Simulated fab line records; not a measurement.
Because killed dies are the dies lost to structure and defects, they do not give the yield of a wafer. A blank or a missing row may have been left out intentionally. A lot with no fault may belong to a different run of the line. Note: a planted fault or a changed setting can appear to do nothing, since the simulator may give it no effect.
A struck lot beside a sound one / flow n5_finfet / 42 out of 1938 route steps
Sound: these wafers, L746.3, L746.5, L746.6. Struck: wafers L753.2, L753.3, L753.6. The cause comes at the end.
Order at every step that has rows: each side's tool, ch and its chambers, its first start. Under that, the readings that differ: sound wafers / struck wafers / difference of the means / sigmas: that difference in standard deviations of wafers without a fault.
alike: readings with means less than 2 such deviations apart, plus words and numbers identical on both sides. not compared: withheld readings, readings lacking a value on some wafer, bounds such as >300 that could conceal the same value, and numbers that have no deviation in the record and whose values overlap.
Wherever a step has rows on one side only, a row that says differs or no value, or a row with sigmas, the two part there. Numbers that have no deviation but don't overlap get no sigmas and don't part them. A reading missing from all wafers of one side parts the sides only when that side holds two or more wafers.

first, 2 steps without rows for these wafers: N5_BEOL_M2_ETCH_41 (etches SiCN in CH3F/O2, target depth 29.9 nm, time 52.5 s); N5_BEOL_M2_STRIP_97 (strips in N2/H2, time 10 s).
N5_BEOL_M2_OCD_MEAS_38:
  struck on ocd-02, day 9 10:13; sound on ocd-01, day 7 10:09
  alike: trench_depth_nm
then, 4 steps without rows for these wafers: N5_BEOL_M2_HM_STRIP_39 (strips TiN in peroxide tin strip, target depth 25 nm, time 158 s); N5_BEOL_M2_SRD_40 (time 30 s); N5_BEOL_M2_PRECLEAN_42 (cleans in residue remover, time 60 s); N5_BEOL_M2_SRD_43 (time 30 s).
N5_BEOL_M2_CD_MEAS_35: target cd 18 nm, target cd y 22.2 nm.
  struck on cd_sem-01, day 9 10:22; sound on cd_sem-01, day 7 10:19
  alike: cd_nm
then, 3 steps without rows for these wafers: N5_BEOL_M2_DEGAS_44 (time 60 s); N5_BEOL_M2_PRE_CLEAN_45 (time 30 s); N5_BEOL_M2_ALD_84 (deposits TaN, pulse time 2 s, purge time 3 s, co reactant purge time 2 s).
N5_BEOL_M2_SURFACE_TREAT_85:
  struck on pvd_sputter-01, day 9 11:04; sound on pvd_sputter-02, day 7 11:01
  not compared: pressure_mtorr, throttle_valve_pct
N5_BEOL_M2_CVD_47: deposits Co from CCTBA/H2, target thk 3 nm, time 223.8 s.
  sound on cvd_co-02 ch 0,2, day 7 11:04; struck on cvd_co-01 ch 0,2, day 9 11:09
  not compared: since_wet_clean_h
then, 4 steps without rows for these wafers: N5_BEOL_M2_SPUTTER_48 (material Cu, target thk 4.5 nm, time 8.29 s); N5_BEOL_M2_ANNEAL_49 (time 240 s); N5_BEOL_M2_SPUTTER_79 (material Cu, target thk 4.5 nm, time 8.29 s); N5_BEOL_M2_ANNEAL_80 (time 240 s).
N5_BEOL_M2_SPUTTER_81: material Cu, target thk 4.5 nm, time 8.29 s.
  struck on pvd_sputter-01, day 9 11:49; sound on pvd_sputter-03, day 7 11:49
  alike: substrate_temp_c, throttle_valve_pct
then, 3 steps without rows for these wafers: N5_BEOL_M2_ANNEAL_82 (time 240 s); N5_BEOL_M2_SPUTTER_86 (material Cu, target thk 4.5 nm, time 8.29 s); N5_BEOL_M2_ANNEAL_87 (time 240 s).
N5_BEOL_M2_SPUTTER_88: material Cu, target thk 4.5 nm, time 8.29 s.
  struck on pvd_sputter-01, day 9 12:15; sound on pvd_sputter-03, day 7 12:16
  alike: substrate_temp_c, throttle_valve_pct
then, 6 steps without rows for these wafers: N5_BEOL_M2_ANNEAL_89 (time 240 s); N5_BEOL_M2_SPUTTER_90 (material Cu, target thk 4.5 nm, time 8.29 s); N5_BEOL_M2_ANNEAL_91 (time 240 s); N5_BEOL_M2_SPUTTER_92 (material Cu, target thk 4.5 nm, time 8.29 s); N5_BEOL_M2_ANNEAL_93 (time 240 s); N5_BEOL_M2_SPUTTER_94 (material Cu, target thk 4.5 nm, time 8.29 s).
N5_BEOL_M2_ANNEAL_95: time 240 s.
  struck on pvd_sputter-01, day 9 12:59; sound on pvd_sputter-03, day 7 13:00
  alike: heater_power_w
then, 2 steps without rows for these wafers: N5_BEOL_M2_SPUTTER_96 (material Cu, target thk 4.5 nm, time 8.29 s); N5_BEOL_M2_ECD_50 (material Cu, target thk 300 nm).
N5_BEOL_M2_ANNEAL_51: time 90 s.
  sound on rtp_anneal-02 ch 0, day 7 13:25; struck on rtp_anneal-02 ch 0, day 9 13:22
  alike: wafer_temp_C_max
then, 1 step without rows for these wafers: N5_BEOL_M2_CMP_52 (polishes, stops on SiOC, t overpolish 6.8 s, target thk 40 nm).
N5_BEOL_M2_THK_MEAS_53: measures by xrf.
  struck on film_metro-01, day 9 14:01; sound on film_metro-01, day 7 13:59
  alike: M2_THK
then, 4 steps without rows for these wafers: N5_BEOL_M2_PRE_CLEAN_60 (time 15 s); N5_BEOL_M2_CO_CAP_55 (material Co, precursor CCTBA/H2, target thk 2 nm, time 102.1 s); N5_BEOL_M2_PRE_CLEAN_56 (time 15 s); N5_BEOL_M2_DEP_57 (deposits SiCN from 3MS/NH3, target thk 8 nm, time 14 s).
N5_BEOL_M2_RS_MEAS_58: the measuring method here is four-point-probe.
  struck on film_metro-01, day 9 14:16; sound on film_metro-01, day 7 14:14
  alike: M2_RS
then, 1 step without rows for these wafers: N5_BEOL_M3_ILD_DEP_00 (deposits SiOC from DEMS/O2, target thk 79 nm, time 15.3 s).
N5_BEOL_M3_THK_MEAS_01:
  struck on film_metro-02, day 9 14:25; sound on film_metro-02, day 7 14:23
  alike: M3_ILD_THK
-- a jump in the record: the struck wafers' starts before and after are 6 days apart (it breaks off in module BEOL_M3 and resumes in module PASSIVATION, where the first step shown is number 1936 of the route) --
N5_PASSIVATION_PROBE_49:
  the record has rows for the struck wafers here (prober-01, day 15 09:06) and none for the sound ones

## WHERE THEY PART
Within this record, at N5_PASSIVATION_PROBE_49 only.

WHY: what the simulator had put in
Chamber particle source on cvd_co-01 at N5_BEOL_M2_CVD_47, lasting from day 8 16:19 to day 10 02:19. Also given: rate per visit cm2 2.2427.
